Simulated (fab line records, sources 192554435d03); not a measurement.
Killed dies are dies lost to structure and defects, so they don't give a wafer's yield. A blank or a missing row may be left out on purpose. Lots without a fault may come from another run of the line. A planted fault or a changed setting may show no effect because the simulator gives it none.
fab line records | flow n5_finfet
record lots=24 wafers=72 last_day=18
route steps=1938 shown SD_EPI_N@279 ILD0@345 SDB@365 HKMG_FIN@420
lots that met no fault: from a run of the same line without faults
start_h: hours from the record's first day to the start of the lot's first wafer shown | wait_h: hours since the lot's step before | " the same as in the row above | L1.1+2: a row that stands for several wafers | - no value, or no start given | * or withheld: withheld | < > ~ a bound
route shown NAME@n: a module of which the file shows steps, and the number in the route of the first | usual: mean/standard deviation of fault-free wafers | same: alike in all rows | chamber/n: place in a boat | sites: the reading at each site | _std_site: their standard deviation | _edge_site: outer sites' mean less inner sites' | radius_mm: how far each site lies from the wafer's centre | mask NAME#n: copy n | behind: the tool/chamber that last shaped the wafer | hold: why the lot was held/for how many hours/how that ended | device: the transistor (n, p or np) that didn't switch | end of line: the same wafers' tests at the end of the route | a step without rows: its recipe alone | killed: dies lost to structure and defects at the first sort, not the wafer's yield | map: a wafer's dies, x killed, . not, _ none there
set.NAME: the setting as run; set.NAME@STEP: as run at that earlier step | model.NAME: the simulator's own value behind a step, which no gauge read
steps of the route over a sample of lots; a table a step, a row a wafer
services: from which hour (start_h, from the record's first day; less than 0 if before it) a tool's chamber was out of use, for how many hours, and why
## steps
# step N5_SD_EPI_N_ETCH_16
# recipe chemistry=CHF3/O2 target=SiO2 target_depth_a=50 mask_material=SOC pressure_mtorr=30 source_w=650 bias_w=170 Ar_flow_sccm=200 CHF3_flow_sccm=50 O2_flow_sccm=5 ion_energy_ev=200
# usual drypump_motor_current_A=5.8/0.37 oes_product_au=0.78/0.093 rf_vpp_V=523/4.8 showerhead_plenum_p_Torr=2.37/0.061 throttle_valve_pct=18.97/0.24
# columns lot.wafer tool chamber start_h wait_h drypump_motor_current_A oes_product_au rf_hours_counter_h rf_vpp_V showerhead_plenum_p_Torr throttle_valve_pct
L074.1 rie_diel-05 2 51.50 0.1 6.3 0.71 212 523 2.48 19.21
L074.2 " 0 " " 5.6 0.92 19 522 2.36 18.66
L074.6 " 0 " " 5.6 0.92 - 522 2.36 18.64
L075.1 rie_diel-02 2 59.24 0.1 6.1 0.77 146 534 2.51 19.29
L075.4 " 1 " " 5.0 0.74 147 521 2.32 18.84
L075.5 " 0 " " 5.9 0.73 - 517 2.30 19.00
L076.1 rie_diel-06 1 61.46 0.1 5.9 0.78 125 529 2.41 19.01
L076.2 " 0 " " 5.8 0.67 237 528 2.37 19.15
L076.4 " 3 " " 6.1 0.79 127 525 2.33 18.93
L077.2 rie_diel-02 1 68.64 0.1 5.0 0.75 149 520 2.32 18.85
L077.5 " 0 " " 5.9 0.73 - 520 2.30 18.98
L077.6 " 3 " " 6.1 0.73 - 519 2.31 19.38
L078.3 rie_diel-05 0 73.05 0.1 5.7 0.92 24 522 2.36 18.66
L078.5 " 0 " " 5.7 0.91 - 521 2.35 18.67
L078.6 " 3 " " 5.7 0.74 - 517 2.40 18.93
L079.2 rie_diel-02 0 78.62 0.1 5.9 0.73 178 521 2.30 18.99
L079.4 " 3 " " 6.1 0.73 164 521 2.31 19.38
L079.5 " 0 " " 5.9 0.74 - 519 2.30 19.00
L080.3 rie_diel-02 1 90.05 0.1 5.0 0.74 156 520 2.32 18.85
L080.5 " 1 " " 5.0 0.74 - 521 2.32 18.85
L080.6 " 0 " " 5.9 0.72 - 518 2.30 19.00
L081.1 rie_diel-05 2 93.23 0.1 6.3 0.69 226 521 2.48 19.23
L081.3 " 0 " " 5.7 0.90 31 522 2.35 18.67
L081.5 " 0 " " 5.6 0.91 - 521 2.35 18.68
L082.1 rie_diel-05 1 99.85 0.1 5.1 0.67 246 527 2.37 19.03
L082.4 " 3 " " 5.8 0.73 189 517 2.40 18.94
L082.5 " 2 " " 6.2 0.69 - 521 2.48 19.22
L084.2 rie_diel-05 2 108.42 0.1 6.2 0.70 233 524 2.47 19.25
L084.3 " 1 " " 5.2 0.67 249 526 2.37 19.03
L084.6 " 1 " " 5.1 0.68 - 527 2.37 19.03
L083.2 rie_diel-05 0 109.46 0.1 5.6 0.89 37 521 2.35 18.69
L083.5 " 0 " " 5.6 0.89 - 522 2.35 18.69
L083.6 " 3 " " 5.7 0.73 - 517 2.40 18.95
L085.1 rie_diel-02 3 119.20 0.1 6.1 0.73 178 520 2.31 19.41
L085.5 " 0 " " 5.9 0.72 - 519 2.29 18.99
L085.6 " 3 " " 6.1 0.72 - 520 2.31 19.40
L086.1 rie_diel-06 1 122.06 0.1 6.0 0.77 145 529 2.41 19.02
L086.2 " 3 " " 6.2 0.78 148 523 2.33 18.98
L086.3 " 2 " " 5.9 0.68 249 521 2.38 18.84
L087.1 rie_diel-06 2 127.57 0.1 5.9 0.69 251 522 2.37 18.86
L087.3 " 1 " " 6.0 0.75 148 528 2.41 19.06
L087.5 " 3 " " 6.2 0.77 - 526 2.33 18.99
L088.2 rie_diel-02 1 135.61 0.1 5.0 0.73 170 519 2.31 18.89
L088.3 " 0 " " 5.9 0.72 197 519 2.29 19.03
L088.5 " 1 " " 5.0 0.73 - 521 2.31 18.89
L089.1 rie_diel-02 0 139.33 0.1 5.9 0.72 199 518 2.29 19.01
L089.2 " 1 " " 5.1 0.73 171 519 2.31 18.88
L089.5 " 1 " " 5.0 0.73 - 520 2.31 18.89
L090.3 rie_diel-02 0 144.41 0.1 5.9 0.71 201 520 2.29 19.03
L090.5 " 1 " " 5.0 0.73 - 521 2.31 18.90
L090.6 " 0 " " 5.9 0.72 - 518 2.29 19.02
L091.2 rie_diel-06 0 151.02 0.1 5.8 0.97 9 526 2.36 18.74
L091.4 " 0 " " 5.8 0.97 - 529 2.36 18.72
L091.5 " 1 " " 6.0 0.74 - 528 2.40 19.06
L092.2 rie_diel-06 1 157.31 0.1 6.0 0.75 161 529 2.40 19.06
L092.3 " 0 " " 5.8 0.97 12 530 2.36 18.74
L092.5 " 2 " " 5.9 1.00 - 522 2.37 18.47
L093.1 rie_diel-06 0 166.23 0.1 5.8 0.95 16 528 2.36 18.75
L093.3 " 1 " " 6.0 0.74 165 529 2.40 19.06
L093.6 " 0 " " 5.8 0.95 - 529 2.36 18.76
L094.2 rie_diel-06 0 174.38 0.1 5.7 0.93 20 528 2.36 18.74
L094.3 " 3 " " 6.1 0.76 161 525 2.32 19.01
L094.5 " 3 " " 6.2 0.76 - 524 2.32 19.01
L095.3 rie_diel-06 0 175.70 0.1 5.8 0.93 21 528 2.36 18.73
L095.4 " 1 " " 6.0 0.73 169 529 2.40 19.07
L095.5 " 2 " " 5.9 0.94 - 522 2.37 18.48
L096.3 rie_diel-05 3 192.05 0.1 5.7 0.72 222 517 2.39 18.99
L096.4 " 1 " " 5.1 0.94 25 526 2.36 18.67
L096.5 " 2 " " 6.2 0.93 - 521 2.46 18.87
L097.1 rie_diel-02 3 194.05 0.1 6.1 0.72 201 520 2.30 19.47
L097.2 " 2 " " 6.1 0.75 188 534 2.49 19.35
L097.3 " 0 " " 5.9 0.69 219 520 2.28 19.05
# step N5_ILD0_THK_MEAS_13
# usual thk_nm=17.6/0.88
# columns lot.wafer tool chamber start_h wait_h thk_nm
L074.1 film_metro-01 - 66.57 - 17.4
L074.2 " - " " 18.0
L074.6 " - " " 17.0
L075.1 film_metro-01 - 73.78 - 18.4
L075.4 " - " " 19.9
L075.5 " - " " 19.6
L076.1 film_metro-02 - 77.26 - 17.0
L076.2 " - " " 15.9
L076.4 " - " " 17.6
L077.2 film_metro-02 - 84.74 - 17.6
L077.5 " - " " 17.3
L077.6 " - " " 15.9
L078.3 film_metro-01 - 87.80 - 17.0
L078.5 " - " " 17.3
L078.6 " - " " 18.5
L079.2 film_metro-02 - 93.72 - 17.4
L079.4 " - " " 16.9
L079.5 " - " " 17.9
L080.3 film_metro-02 - 105.66 - 18.0
L080.5 " - " " 17.5
L080.6 " - " " 16.6
L081.1 film_metro-02 - 107.92 - 17.4
L081.3 " - " " 19.1
L081.5 " - " " 16.3
L082.1 film_metro-01 - 114.71 - 16.1
L082.4 " - " " 17.6
L082.5 " - " " 16.7
L084.2 film_metro-01 - 123.17 - 17.9
L084.3 " - " " 18.1
L084.6 " - " " 18.2
L083.2 film_metro-02 - 124.61 - 18.2
L083.5 " - " " 17.4
L083.6 " - " " 17.9
L085.1 film_metro-01 - 134.04 - 17.3
L085.5 " - " " 16.1
L085.6 " - " " 17.8
L086.1 film_metro-01 - 138.10 - 15.7
L086.2 " - " " 16.4
L086.3 " - " " 17.8
L087.1 film_metro-02 - 142.45 - 16.7
L087.3 " - " " 17.0
L087.5 " - " " 16.2
L088.2 film_metro-02 - 152.13 - 18.8
L088.3 " - " " 16.6
L088.5 " - " " 19.7
L089.1 film_metro-01 - 154.95 - 18.3
L089.2 " - " " 17.8
L089.5 " - " " 18.2
L090.3 film_metro-01 - 160.31 - 17.0
L090.5 " - " " 16.7
L090.6 " - " " 17.4
L091.2 film_metro-01 - 166.54 - 16.8
L091.4 " - " " 18.8
L091.5 " - " " 17.4
L092.2 film_metro-01 - 172.94 - 18.1
L092.3 " - " " 18.8
L092.5 " - " " 15.7
L093.1 film_metro-01 - 182.97 - 17.2
L093.3 " - " " 17.1
L093.6 " - " " 16.4
L094.2 film_metro-01 - 190.70 - 19.2
L094.3 " - " " 17.7
L094.5 " - " " 18.6
L095.3 film_metro-01 - 192.33 - 18.8
L095.4 " - " " 18.6
L095.5 " - " " 19.6
L096.3 film_metro-02 - 208.26 - 17.5
L096.4 " - " " 16.6
L096.5 " - " " 17.2
L097.1 film_metro-01 - 210.89 - 16.6
L097.2 " - " " 18.3
L097.3 " - " " 17.2
# step N5_SDB_STRIP_22
# recipe chemistry=N2/H2 power_w=1000 temp_c=250 h2_frac=0.65 overash_fraction=0.3 pressure_mtorr=withheld n2_flow_sccm=1750 h2_flow_sccm=3250
# usual drypump_motor_current_A=5.6/0.41 heater_power_w=333/35 oes_product_au=0.716/0.0047 strip_time_to_endpoint_s=96.5/0.38
# columns lot.wafer tool chamber start_h wait_h drypump_motor_current_A heater_power_w oes_product_au rf_hours_counter_h strip_time_to_endpoint_s
L074.1 plasma_asher-02 0 67.38 0.1 5.7 301 0.718 81 96.6
L074.2 " 1 " " 6.2 318 0.715 81 96.5
L074.6 " 1 " " 6.2 323 0.716 - 96.6
L075.1 plasma_asher-02 0 74.69 0.1 5.7 294 0.709 82 96.5
L075.4 " 1 " " 6.2 317 0.716 - 96.2
L075.5 " 0 " " 5.7 289 0.713 - 96.5
L076.1 plasma_asher-02 0 78.05 0.1 5.7 297 0.721 83 96.1
L076.2 " 1 " " 6.2 318 0.702 83 96.2
L076.4 " 1 " " 6.2 318 0.714 - 96.3
L077.2 plasma_asher-01 0 85.65 0.1 5.6 325 0.710 45 96.5
L077.5 " 0 " " 5.6 322 0.715 - 96.7
L077.6 " 1 " " 5.1 394 0.719 - 96.8
L078.3 plasma_asher-02 1 89.04 0.1 6.3 320 0.717 - 96.7
L078.5 " 0 " " 5.7 294 0.720 - 96.7
L078.6 " 1 " " 6.2 312 0.714 - 96.7
L079.2 plasma_asher-02 0 94.63 0.1 5.7 295 0.708 86 96.2
L079.4 " 0 " " 5.7 301 0.712 - 96.2
L079.5 " 1 " " 6.2 317 0.719 - 96.2
L080.3 plasma_asher-01 1 106.61 0.1 5.1 384 0.725 - 97.5
L080.5 " 0 " " 5.6 314 0.713 - 97.0
L080.6 " 1 " " 5.1 390 0.715 - 97.2
L081.1 plasma_asher-02 0 108.83 0.1 5.7 296 0.718 89 96.6
L081.3 " 1 " " 6.2 325 0.725 - 97.0
L081.5 " 1 " " 6.2 323 0.714 - 96.5
L082.1 plasma_asher-01 1 116.23 0.2 5.1 387 0.706 51 96.6
L082.4 " 1 " " 5.1 393 0.720 - 96.4
L082.5 " 0 " " 5.6 325 0.710 - 96.4
L084.2 plasma_asher-01 0 124.08 0.1 5.6 319 0.711 54 95.9
L084.3 " 1 " " 5.1 385 0.715 - 96.1
L084.6 " 1 " " 5.1 384 0.714 - 95.9
L083.2 plasma_asher-01 0 125.57 0.1 5.6 309 0.726 55 97.0
L083.5 " 0 " " 5.6 316 0.719 - 97.0
L083.6 " 1 " " 5.1 387 0.716 - 97.0
L085.1 plasma_asher-01 1 135.02 0.2 5.1 390 0.724 58 96.1
L085.5 " 1 " " 5.1 393 0.713 - 96.4
L085.6 " 0 " " 5.6 328 0.716 - 96.5
L086.1 plasma_asher-02 1 138.91 0.1 6.2 322 0.716 91 96.2
L086.2 " 0 " " 5.7 298 0.715 91 96.0
L086.3 " 0 " " 5.7 296 0.722 - 96.0
L087.1 plasma_asher-01 0 143.36 0.1 5.6 325 0.713 59 96.2
L087.3 " 0 " " 5.6 316 0.707 - 96.1
L087.5 " 1 " " 5.1 390 0.720 - 96.5
L088.2 plasma_asher-02 0 153.04 0.1 5.7 297 0.715 94 97.0
L088.3 " 0 " " 5.7 293 0.716 - 96.8
L088.5 " 0 " " 5.7 304 0.714 - 96.6
L089.1 plasma_asher-01 1 155.97 0.1 5.1 387 0.720 62 96.6
L089.2 " 0 " " 5.6 322 0.713 62 96.7
L089.5 " 1 " " 5.1 391 0.725 - 96.9
L090.3 plasma_asher-02 0 161.26 0.1 5.7 289 0.712 - 95.9
L090.5 " 0 " " 5.7 295 0.712 - 95.9
L090.6 " 1 " " 6.2 319 0.719 - 95.8
L091.2 plasma_asher-02 1 167.64 0.1 6.2 312 0.718 96 96.3
L091.4 " 1 " " 6.2 323 0.714 - 96.4
L091.5 " 1 " " 6.2 325 0.723 - 95.8
L092.2 plasma_asher-01 1 174.06 0.1 5.1 380 0.717 66 96.5
L092.3 " 1 " " 5.1 389 0.716 - 96.6
L092.5 " 1 " " 5.0 392 0.717 - 96.3
L093.1 plasma_asher-01 0 183.76 0.1 5.6 316 0.718 68 97.2
L093.3 " 0 " " 5.6 324 0.717 - 96.8
L093.6 " 0 " " 5.6 322 0.714 - 97.3
L094.2 plasma_asher-01 1 191.69 0.1 5.1 383 0.714 69 96.1
L094.3 " 0 " " 5.6 317 0.712 - 96.0
L094.5 " 1 " " 5.1 386 0.720 - 96.5
L095.3 plasma_asher-01 1 193.33 0.1 5.1 397 0.714 - 96.1
L095.4 " 0 " " 5.6 316 0.717 - 96.3
L095.5 " 1 " " 5.1 381 0.719 - 96.8
L096.3 plasma_asher-02 1 209.38 0.1 6.2 314 0.709 - 96.4
L096.4 " 0 " " 5.7 292 0.714 - 96.3
L096.5 " 1 " " 6.3 323 0.721 - 96.7
L097.1 plasma_asher-01 1 211.68 0.1 5.1 389 0.712 72 96.2
L097.2 " 0 " " 5.6 318 0.710 72 96.7
L097.3 " 0 " " 5.6 321 0.712 - 96.4
# step N5_HKMG_FIN_THK_MEAS_70
# recipe thk_meas_gauge=xrf reads=HfO2_of_HKMG_FIN_HK_ALD_01
# usual HK_THK=1.608/0.02
# columns lot.wafer tool chamber start_h wait_h HK_THK[nm]
L074.1 film_metro-02 - 75.35 0.2 1.595
L074.2 " - " " 1.594
L074.6 " - " " 1.624
L075.1 film_metro-02 - 82.72 0.2 1.580
L075.4 " - " " 1.631
L075.5 " - " " 1.641
L076.1 film_metro-01 - 86.22 0.2 1.606
L076.2 " - " " 1.611
L076.4 " - " " 1.615
L077.2 film_metro-01 - 93.38 0.2 1.611
L077.5 " - " " 1.614
L077.6 " - " " 1.606
L078.3 film_metro-02 - 97.03 0.2 1.610
L078.5 " - " " 1.603
L078.6 " - " " 1.590
L079.2 film_metro-02 - 102.32 0.2 1.561
L079.4 " - " " 1.638
L079.5 " - " " 1.622
L080.3 film_metro-02 - 114.30 0.2 1.605
L080.5 " - " " 1.615
L080.6 " - " " 1.596
L081.1 film_metro-02 - 117.12 0.2 1.596
L081.3 " - " " 1.596
L081.5 " - " " 1.551
L082.1 film_metro-01 - 124.02 0.2 1.635
L082.4 " - " " 1.604
L082.5 " - " " 1.606
L084.2 film_metro-02 - 132.13 0.2 1.607
L084.3 " - " " 1.625
L084.6 " - " " 1.629
L083.2 film_metro-02 - 133.33 0.2 1.628
L083.5 " - " " 1.609
L083.6 " - " " 1.590
L085.1 film_metro-01 - 142.74 0.2 1.597
L085.5 " - " " 1.610
L085.6 " - " " 1.619
L086.1 film_metro-01 - 147.58 0.2 1.605
L086.2 " - " " 1.636
L086.3 " - " " 1.611
L087.1 film_metro-01 - 151.77 0.2 1.587
L087.3 " - " " 1.599
L087.5 " - " " 1.601
L088.2 film_metro-02 - 161.73 0.2 1.598
L088.3 " - " " 1.570
L088.5 " - " " 1.593
L089.1 film_metro-01 - 163.85 0.2 1.586
L089.2 " - " " 1.607
L089.5 " - " " 1.603
L090.3 film_metro-02 - 169.12 0.2 1.659
L090.5 " - " " 1.596
L090.6 " - " " 1.662
L091.2 film_metro-01 - 175.36 0.2 1.608
L091.4 " - " " 1.630
L091.5 " - " " 1.604
L092.2 film_metro-01 - 181.72 0.2 1.605
L092.3 " - " " 1.596
L092.5 " - " " 1.601
L093.1 film_metro-01 - 192.09 0.2 1.605
L093.3 " - " " 1.619
L093.6 " - " " 1.623
L094.2 film_metro-02 - 199.68 0.2 1.583
L094.3 " - " " 1.608
L094.5 " - " " 1.580
L095.3 film_metro-02 - 201.28 0.2 1.631
L095.4 " - " " 1.650
L095.5 " - " " 1.609
L096.3 film_metro-02 - 217.51 0.2 1.594
L096.4 " - " " 1.606
L096.5 " - " " 1.612
L097.1 film_metro-01 - 219.93 0.2 1.622
L097.2 " - " " 1.608
L097.3 " - " " 1.608
# step N5_HKMG_FIN_STRIP_89
# recipe chemistry=N2/H2 material=SOC time_s=20 power_w=500 temp_c=40 pressure_mtorr=50 rf_frequency_hz=6e+07 bias_power_w=8 h2_frac=0.5 n2_flow_sccm=300 h2_flow_sccm=300
# usual drypump_motor_current_A=5.9/0.32 oes_product_au=0.79/0.1 rf_vpp_V=54.0/0.86 showerhead_plenum_p_Torr=3.31/0.078 throttle_valve_pct=19.1/0.39
# columns lot.wafer tool chamber start_h wait_h drypump_motor_current_A oes_product_au rf_hours_counter_h rf_vpp_V showerhead_plenum_p_Torr throttle_valve_pct
L074.1 rie_diel-05 1 77.57 0.0 5.1 0.68 238 54.1 3.33 19.4
L074.2 " 2 " " 6.3 0.71 221 54.7 3.45 19.2
L074.6 " 0 " " 5.7 0.92 - 55.1 3.30 18.7
L075.1 rie_diel-05 1 85.06 0.0 5.1 0.68 240 54.2 3.33 19.4
L075.4 " 2 " " 6.2 0.70 223 55.1 3.45 19.2
L075.5 " 2 " " 6.2 0.70 - 55.3 3.45 19.2
L076.1 rie_diel-06 3 88.61 0.0 6.2 0.78 136 52.5 3.24 18.9
L076.2 " 2 " " 5.9 0.69 237 53.7 3.30 18.7
L076.4 " 0 " " 5.8 0.67 245 56.0 3.30 19.2
L077.2 rie_diel-06 3 95.72 0.0 6.2 0.78 138 55.3 3.24 18.9
L077.5 " 2 " " 5.9 0.70 - 54.1 3.30 18.7
L077.6 " 3 " " 6.2 0.79 - 54.8 3.24 18.9
L078.3 rie_diel-06 2 99.47 0.0 5.9 0.69 241 53.2 3.30 18.7
L078.5 " 0 " " 5.8 0.66 - 53.2 3.30 19.2
L078.6 " 1 " " 6.0 0.77 - 53.8 3.38 19.7
L079.2 rie_diel-05 1 104.66 0.0 5.1 0.67 247 53.0 3.32 19.4
L079.4 " 3 " " 5.7 0.74 191 54.0 3.32 19.1
L079.5 " 2 " " 6.2 0.69 - 54.6 3.45 19.2
L080.3 rie_diel-02 1 116.65 0.0 5.0 0.74 164 53.9 3.22 19.0
L080.5 " 3 " " 6.1 0.73 - 55.1 3.22 19.4
L080.6 " 2 " " 6.2 0.76 - 54.7 3.49 19.3
L081.1 rie_diel-06 2 119.46 0.0 5.9 0.69 248 53.5 3.29 18.7
L081.3 " 3 " " 6.2 0.77 147 54.6 3.23 19.0
L081.5 " 1 " " 6.0 0.76 - 55.3 3.38 19.7
L082.1 rie_diel-05 2 126.47 0.0 6.3 0.69 240 55.2 3.44 19.2
L082.4 " 0 " " 5.7 0.89 - 53.6 3.29 18.7
L082.5 " 3 " " 5.7 0.74 - 54.6 3.32 19.1
L084.2 rie_diel-02 3 134.47 0.0 6.1 0.73 182 55.0 3.22 19.4
L084.3 " 1 " " 5.0 0.74 169 54.9 3.22 19.0
L084.6 " 1 " " 5.0 0.74 - 53.3 3.22 19.0
L083.2 rie_diel-06 0 135.54 0.0 5.8 1.00 2 54.0 3.30 18.8
L083.5 " 1 " " 6.0 0.74 - 54.4 3.37 19.7
L083.6 " 0 " " 5.8 0.99 - 53.9 3.30 18.8
L085.1 rie_diel-02 0 144.98 0.0 5.9 0.70 201 53.9 3.19 19.3
L085.5 " 1 " " 5.0 0.72 - 54.3 3.22 19.0
L085.6 " 0 " " 5.9 0.70 - 53.3 3.19 19.4
L086.1 rie_diel-06 1 150.33 0.0 5.9 0.74 158 56.0 3.37 19.8
L086.2 " 0 " " 5.8 0.96 9 53.2 3.30 18.8
L086.3 " 2 " " 5.9 1.01 1 55.3 3.29 18.3
L087.1 rie_diel-05 3 154.14 0.0 5.7 0.73 210 54.7 3.32 19.1
L087.3 " 0 " " 5.7 0.87 54 53.9 3.28 18.7
L087.5 " 3 " " 5.7 0.73 - 53.6 3.31 19.1
L088.2 rie_diel-06 1 164.34 0.0 6.0 0.75 163 53.6 3.36 19.8
L088.3 " 2 " " 5.9 0.98 7 54.1 3.29 18.3
L088.5 " 2 " " 5.9 0.98 - 53.5 3.29 18.3
L089.1 rie_diel-06 0 166.51 0.0 5.8 0.94 16 54.6 3.29 18.8
L089.2 " 2 " " 5.9 0.97 8 54.9 3.29 18.3
L089.5 " 2 " " 5.9 0.98 - 52.4 3.29 18.3
L090.3 rie_diel-05 3 171.52 0.0 5.7 0.72 218 53.9 3.31 19.1
L090.5 " 3 " " 5.7 0.72 - 54.6 3.31 19.1
L090.6 " 2 " " 6.2 0.99 - 53.5 3.43 18.8
L091.2 rie_diel-06 1 177.66 0.0 6.0 0.74 170 55.0 3.36 19.8
L091.4 " 0 " " 5.8 0.93 22 55.7 3.29 18.8
L091.5 " 1 " " 6.0 0.74 - 53.3 3.36 19.8
L092.2 rie_diel-06 2 184.06 0.0 5.9 0.95 15 53.5 3.28 18.3
L092.3 " 1 " " 6.0 0.73 171 55.5 3.36 19.8
L092.5 " 0 " " 5.8 0.92 - 54.8 3.29 18.8
L093.1 rie_diel-02 2 194.52 0.0 6.2 0.74 188 55.2 3.47 19.3
L093.3 " 0 " " 5.9 0.69 219 53.7 3.18 19.4
L093.6 " 3 " " 6.1 0.71 - 53.3 3.21 19.4
L094.2 rie_diel-06 2 202.30 0.0 5.9 0.94 21 53.6 3.28 18.3
L094.3 " 1 " " 5.9 0.72 178 52.5 3.36 19.8
L094.5 " 3 " " 6.2 0.75 - 53.7 3.22 19.0
L095.3 rie_diel-02 1 203.49 0.0 5.0 0.72 192 54.5 3.21 19.0
L095.4 " 0 " " 5.9 0.69 223 53.0 3.18 19.4
L095.5 " 3 " " 6.1 0.71 - 54.2 3.20 19.4
L096.3 rie_diel-06 0 219.88 0.0 5.8 0.90 36 54.9 3.28 18.8
L096.4 " 3 " " 6.2 0.75 176 53.5 3.22 19.0
L096.5 " 1 " " 5.9 0.72 - 53.5 3.35 19.8
L097.1 rie_diel-05 1 222.17 0.0 5.1 0.89 36 53.4 3.30 19.1
L097.2 " 3 " " 5.7 0.70 234 55.4 3.30 19.2
L097.3 " 0 " " 5.6 0.83 76 53.4 3.27 18.8
# step N5_HKMG_FIN_ETCHBACK_68
# recipe chemistry=Cl2/Ar stop_on=HfO2 target_depth_a=5 pressure_mtorr=10 icp_w=600 bias_w=60 Cl2_flow_sccm=40 Ar_flow_sccm=60
# usual drypump_motor_current_A=5.6/0.42 mfc_cl2_sccm=39.97/0.13 oes_product_au=0.81/0.095 throttle_valve_pct=20.78/0.21
# columns lot.wafer tool chamber start_h wait_h drypump_motor_current_A mfc_cl2_sccm oes_product_au rf_hours_counter_h throttle_valve_pct
L074.1 rie_metal-01 0 78.88 0.0 5.3 40.13 0.95 1 20.61
L074.2 " 1 " " 6.1 40.03 0.81 31 20.97
L074.6 " 1 " " 6.1 40.04 0.81 - 20.96
L075.1 rie_metal-01 0 86.37 0.1 5.3 40.07 0.94 2 20.64
L075.4 " 1 " " 6.1 39.91 0.80 - 20.97
L075.5 " 0 " " 5.3 39.96 0.94 - 20.65
L076.1 rie_metal-01 1 89.94 0.0 6.1 40.07 0.79 33 20.98
L076.2 " 0 " " 5.3 39.76 0.92 3 20.64
L076.4 " 0 " " 5.3 39.98 0.93 - 20.65
L077.2 rie_metal-01 1 96.95 0.0 6.1 39.97 0.80 33 21.00
L077.5 " 0 " " 5.3 39.95 0.93 - 20.65
L077.6 " 1 " " 6.1 40.13 0.80 - 20.99
L078.3 rie_metal-02 0 100.92 0.1 5.0 39.74 0.65 - 20.89
L078.5 " 0 " " 4.9 39.94 0.65 - 20.90
L078.6 " 1 " " 6.0 39.80 0.90 - 20.94
L079.2 rie_metal-03 1 105.92 0.0 5.9 39.89 0.79 34 20.75
L079.4 " 0 " " 5.3 40.08 0.91 - 20.36
L079.5 " 0 " " 5.3 40.37 0.91 - 20.33
L080.3 rie_metal-02 0 117.92 0.1 5.0 40.00 0.65 - 20.89
L080.5 " 0 " " 5.0 39.93 0.65 - 20.89
L080.6 " 1 " " 6.0 40.26 0.89 - 20.93
L081.1 rie_metal-03 0 120.69 0.0 5.3 39.92 0.89 5 20.35
L081.3 " 0 " " 5.3 40.05 0.90 - 20.36
L081.5 " 0 " " 5.3 40.02 0.90 - 20.36
L082.1 rie_metal-03 0 127.84 0.0 5.3 40.05 0.90 6 20.35
L082.4 " 0 " " 5.3 39.87 0.90 - 20.36
L082.5 " 1 " " 5.9 39.88 0.78 - 20.77
L084.2 rie_metal-01 1 135.70 0.0 6.1 39.75 0.78 37 20.99
L084.3 " 1 " " 6.1 40.02 0.79 - 21.00
L084.6 " 0 " " 5.3 39.93 0.90 - 20.65
L083.2 rie_metal-03 1 136.83 0.0 5.9 40.09 0.77 36 20.77
L083.5 " 0 " " 5.3 39.86 0.88 - 20.37
L083.6 " 1 " " 5.9 40.16 0.78 - 20.76
L085.1 rie_metal-01 1 146.22 0.0 6.1 39.97 0.77 38 20.98
L085.5 " 0 " " 5.3 39.92 0.90 - 20.66
L085.6 " 1 " " 6.1 39.75 0.78 - 21.01
L086.1 rie_metal-01 0 151.57 0.0 5.3 39.95 0.88 8 20.65
L086.2 " 1 " " 6.1 39.75 0.78 38 20.99
L086.3 " 0 " " 5.3 39.87 0.89 - 20.64
L087.1 rie_metal-03 1 155.37 0.0 5.9 39.88 0.78 39 20.76
L087.3 " 0 " " 5.3 39.99 0.88 - 20.36
L087.5 " 1 " " 5.9 39.90 0.77 - 20.76
L088.2 rie_metal-03 1 165.59 0.0 5.9 39.99 0.78 39 20.77
L088.3 " 0 " " 5.3 40.06 0.87 - 20.35
L088.5 " 0 " " 5.3 40.18 0.87 - 20.37
L089.1 rie_metal-01 1 167.90 0.0 6.1 39.83 0.78 39 21.00
L089.2 " 0 " " 5.3 39.94 0.88 9 20.63
L089.5 " 1 " " 6.1 39.98 0.78 - 21.00
L090.3 rie_metal-02 0 172.82 0.1 5.0 40.02 0.64 - 20.91
L090.5 " 1 " " 6.0 39.85 0.87 - 20.95
L090.6 " 0 " " 5.0 40.03 0.65 - 20.90
L091.2 rie_metal-02 1 178.90 0.0 6.0 40.04 0.87 13 20.94
L091.4 " 0 " " 5.0 39.91 0.65 - 20.90
L091.5 " 0 " " 5.0 39.71 0.64 - 20.91
L092.2 rie_metal-02 0 185.29 0.0 4.9 40.05 0.64 98 20.93
L092.3 " 0 " " 5.0 39.79 0.65 - 20.92
L092.5 " 0 " " 5.0 39.97 0.64 - 20.91
L093.1 rie_metal-02 1 195.76 0.0 6.0 39.93 0.87 14 20.95
L093.3 " 0 " " 5.0 40.27 0.64 - 20.91
L093.6 " 0 " " 5.0 39.97 0.64 - 20.90
L094.2 rie_metal-03 1 203.53 0.0 5.9 39.79 0.76 42 20.77
L094.3 " 1 " " 5.9 39.79 0.76 - 20.79
L094.5 " 1 " " 5.9 39.72 0.76 - 20.78
L095.3 rie_metal-02 1 204.76 0.1 6.0 40.03 0.86 - 20.95
L095.4 " 0 " " 4.9 39.99 0.64 - 20.93
L095.5 " 1 " " 6.0 40.03 0.85 - 20.96
L096.3 rie_metal-02 0 221.15 0.1 4.9 40.02 0.64 - 20.92
L096.4 " 1 " " 6.0 40.15 0.85 - 20.95
L096.5 " 1 " " 6.0 40.12 0.85 - 20.95
L097.1 rie_metal-02 1 223.41 0.0 6.0 40.09 0.85 17 20.95
L097.2 " 0 " " 5.0 40.14 0.64 102 20.94
L097.3 " 0 " " 5.0 39.97 0.63 - 20.93
## services
# columns tool chamber start_h hours kind
rie_diel-02 - 35.44 0.6 repair
rie_diel-02 0 38.20 4.3 repair
rie_diel-05 0 40.26 8.8 repair
rie_diel-05 0 67.15 3.7 repair
rie_metal-03 - 69.95 1.4 repair
rie_metal-02 0 75.97 10.4 repair
rie_metal-03 - 85.25 2.8 pm
rie_diel-02 2 90.82 4.3 repair
rie_metal-02 - 91.63 0.3 repair
rie_diel-06 0 102.20 - clean
rie_diel-06 0 102.20 - consumable_replace:focus_ring
rie_diel-06 0 102.20 26.8 scheduled_down
rie_diel-06 0 102.20 26.8 vent_cycle
plasma_asher-02 - 112.53 15.6 pm
rie_diel-05 3 117.14 1.4 repair
rie_diel-06 2 129.03 - clean
rie_diel-06 2 129.03 - consumable_replace:focus_ring
rie_diel-06 2 129.03 18.5 scheduled_down
rie_diel-05 0 158.30 8.1 repair
rie_metal-01 0 173.63 9.6 repair
rie_diel-02 2 180.54 3.9 repair
rie_diel-05 3 185.11 4.9 repair
plasma_asher-01 - 208.67 0.9 repair
rie_diel-06 2 209.85 1.5 repair
## key
fault none
